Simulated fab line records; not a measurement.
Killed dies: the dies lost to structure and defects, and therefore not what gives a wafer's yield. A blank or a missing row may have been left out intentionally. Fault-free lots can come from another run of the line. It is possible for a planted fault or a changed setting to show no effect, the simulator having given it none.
A struck lot beside a sound one | flow n5-finfet | 40 steps out of a route of 1938
Sound: wafers L789.3, L789.5, L789.6. Struck: wafer L785.2. (L785.4 of the same lot was not struck and is left out.) The cause comes at the end.
For every step that has rows: the tool of each side, followed by ch and its chambers, followed by its first start. Under that, the readings that differ: sound wafers | struck wafers | difference of the means | sigmas: that difference in standard deviations of wafers without a fault.
alike: words and numbers the same on both sides, and readings whose means are apart by under 2 such deviations; not compared: readings that were withheld, readings missing a value for some wafer, numbers with overlapping values and no deviation given by the record, and bounds like >300 which may hide the same value.
Wherever a step has rows on one side only, a row that says differs or no value, or a row with sigmas, the two part there. Non-overlapping numbers with no deviation appear without sigmas and do not part them. A reading missing from all wafers of one side parts the sides only when that side holds two or more wafers.

first, 11 steps without rows for these wafers: N5_STI_FIN_REVEAL_CMP_04 (polishes, stops on Si3N4, t overpolish 4 s, target thk 131.83 nm); N5_STI_FIN_REVEAL_DENSIFY_30; N5_STI_FIN_REVEAL_ETCHBACK_08 (etches SiO2 in C4F6/O2, target depth 30.5 nm, time 10.167 s); N5_STI_FIN_REVEAL_STRIP_24 (strips in N2/H2, time 90 s); N5_STI_FIN_REVEAL_PRECLEAN_25 (cleans in SPM, time 90 s); N5_STI_FIN_REVEAL_PRECLEAN_26 (cleans in SC1, time 45 s); N5_STI_FIN_REVEAL_PRECLEAN_29 (cleans in DHF, time 30 s); N5_STI_FIN_REVEAL_SRD_12 (time 30 s); N5_STI_FIN_REVEAL_RECESS_09 (chemistry HF/NH3, target SiO2, afs cycles 11, target depth 42.5 nm, sublimation time 60 s); N5_STI_FIN_REVEAL_STRIP_16 (strips SiNx in H3PO4, target depth 23.8 nm); N5_STI_FIN_REVEAL_PRECLEAN_17 (cleans in NF3:NH3, afs cycles 1, time 20 s, sublimation time 60 s).
N5_STI_FIN_REVEAL_ETCH_34: etches Si in H2, material Si, target depth 0.97 nm.
  sound on rie-si-06 ch 2,3, day 7 06:38; struck on rie-si-04 ch 3, day 6 07:46
  reading                                    | sound                | struck | difference | sigmas
  oes-product-au (a.u.)                      | 1.015 1.016 1.020    | 1.419  | +0.402     | +27
  model.etch.depth-nm (nm)                   | 0.9816 0.9899 0.9592 | 1.574  | +0.597     |
  model.STI_FIN_REVEAL.feature-depth-nm (nm) | 1 1 1                | 1.6    | +0.6       |
  alike: drypump-motor-current-A, he-flow-sccm, throttle-valve-pct
  not compared: rf-hours-counter-h
then, 7 steps without rows for these wafers: N5_STI_FIN_REVEAL_OXIDATION_31 (chemistry O2 PLASMA REMOTE, time 20 s); N5_STI_FIN_REVEAL_PRECLEAN_32 (cleans in NF3:NH3, afs cycles 1, time 20 s, sublimation time 60 s); N5_STI_FIN_REVEAL_STRIP_35 (strips Si3N4 in H3PO4, target depth 4 nm, time 39 s); N5_STI_FIN_REVEAL_SRD_21 (time 30 s); N5_STI_FIN_REVEAL_OXIDATION_33 (chemistry O2 PLASMA REMOTE, time 20 s); N5_STI_FIN_REVEAL_CLEAN_19 (cleans in O3/DIW, time 120 s); N5_STI_FIN_REVEAL_SRD_23 (time 30 s).
N5_STI_FIN_REVEAL_CD_MEAS_22: target cd 6.238 nm, pitch 28 nm.
  sound on cd-sem-02, day 7 07:31; struck on cd-sem-03, day 6 08:22
  reading    | sound          | struck | difference | sigmas
  cd-nm (nm) | 6.63 6.41 6.12 | 5.55   | -0.84      | -3
then, 18 steps without rows for these wafers: N5_STI_FIN_REVEAL_PRECLEAN_18 (cleans in SC2, time 45 s); N5_STI_FIN_REVEAL_SRD_28 (time 30 s); N5_DUMMY_GATE_PRECLEAN_00 (cleans in O3/DIW, time 60 s); N5_DUMMY_GATE_SRD_01 (time 30 s); N5_DUMMY_GATE_ALD_02 (deposits SiO2, target thk 2 nm, pulse time 1 s); N5_DUMMY_GATE_CVD_03 (deposits a-Si from SiH4, target thk 150 nm, time 8042 s); N5_DUMMY_GATE_PRECLEAN_46 (cleans in DIW, time 89.5 s); N5_DUMMY_GATE_SRD_47 (dry time 32 s); N5_DUMMY_GATE_CMP_04 (polishes a-Si); N5_DUMMY_GATE_HM_DEP_06 (deposits SiNx from DCS/NH3, target thk 80 nm, time 5141 s); N5_DUMMY_GATE_PECVD_30 (deposits SiO2 from TEOS/O2, target thk 55 nm, time 10.8 s); N5_DUMMY_GATE_COAT_34 (time 60 s, resist thk 60 nm); N5_DUMMY_GATE_COAT_35 (time 60 s, resist thk 10 nm); N5_DUMMY_GATE_COAT_28 (time 60 s, resist thk 10 nm); N5_DUMMY_GATE_COAT_09 (resist thk 30 nm); N5_DUMMY_GATE_EBR_11; N5_DUMMY_GATE_SOFTBAKE_10 (time 60 s); N5_DUMMY_GATE_EXPOSE_12 (exposes mask GATE, target cd 25 nm).
-- the record jumps here: 6 days lie between the struck wafers' starts before and after (it left off in module DUMMY_GATE and takes up again in module BEOL_M4, whose first step shown is number 1111 of the route) --
N5_BEOL_M4_RC_MEAS_101:
  sound on prober-01 ch 0, day 12 21:13; struck on prober-02 ch 0, day 12 13:13
  reading             | sound                     | struck   | difference | sigmas
  DIBL_N (mV/V)       | 39.3 35.6 35.6            | 31.5     | -5.3       | -3
  DIBL_P (mV/V)       | 38.7 35.2 35.3            | 29.4     | -7.0       | -3
  IOFF_N (nA/um)      | 0.25 0.15 0.15            | 0.08     | -0.10      | -3
  IOFF_N_LIN (nA/um)  | 0.103 0.068 0.070         | 0.036    | -0.044     | -3
  IOFF_N_LONG (nA/um) | 5.87e-05 5.68e-05 5.8e-05 | 4.51e-05 | -1.27e-05  | -6
  IOFF_P (nA/um)      | 0.29 0.20 0.21            | 0.15     | -0.08      | -2
  IOFF_P_LIN (nA/um)  | 0.129 0.099 0.103         | 0.066    | -0.044     | -3
  ION_N (uA/um)       | 697 659 674               | 637      | -40        | -4
  REXT_N (ohm.um)     | 75.3 76.0 75.6            | 86.4     | +10.8      | +6
  REXT_P (ohm.um)     | 102.1 102.3 100.3         | 112.8    | +11.2      | +6
  SS_N (mV/dec)       | 72.4 71.4 71.3            | 69.8     | -1.9       | -3
  SS_P (mV/dec)       | 73.8 72.9 73.5            | 71.6     | -1.8       | -3
  VT_N (mV)           | 243 252 248               | 260      | +12        | +4
  VT_N_LONG (mV)      | 274.4 274.6 272.7         | 286.0    | +12.1      | +7
  VT_N_LVT (mV)       | 91 100 99                 | 109      | +12        | +4
  alike: ION_P, VT_P
-- a jump in the record: the struck wafers' starts before and after are 4 days apart (it breaks off in module BEOL_M4 and resumes in module PASSIVATION, where the first step shown is number 1936 of the route) --
N5_PASSIVATION_PROBE_49:
  record: rows for the struck wafers here (prober-02, day 16 08:39), none for the sound ones

## WHERE THEY PART
At N5_STI_FIN_REVEAL_ETCH_34 first; at N5_PASSIVATION_PROBE_49 last (within this record only).

WHY: what the simulator had put in
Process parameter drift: rie-si-04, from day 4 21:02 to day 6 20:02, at N5_STI_FIN_REVEAL_ETCH_34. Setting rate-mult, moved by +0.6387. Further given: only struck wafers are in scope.
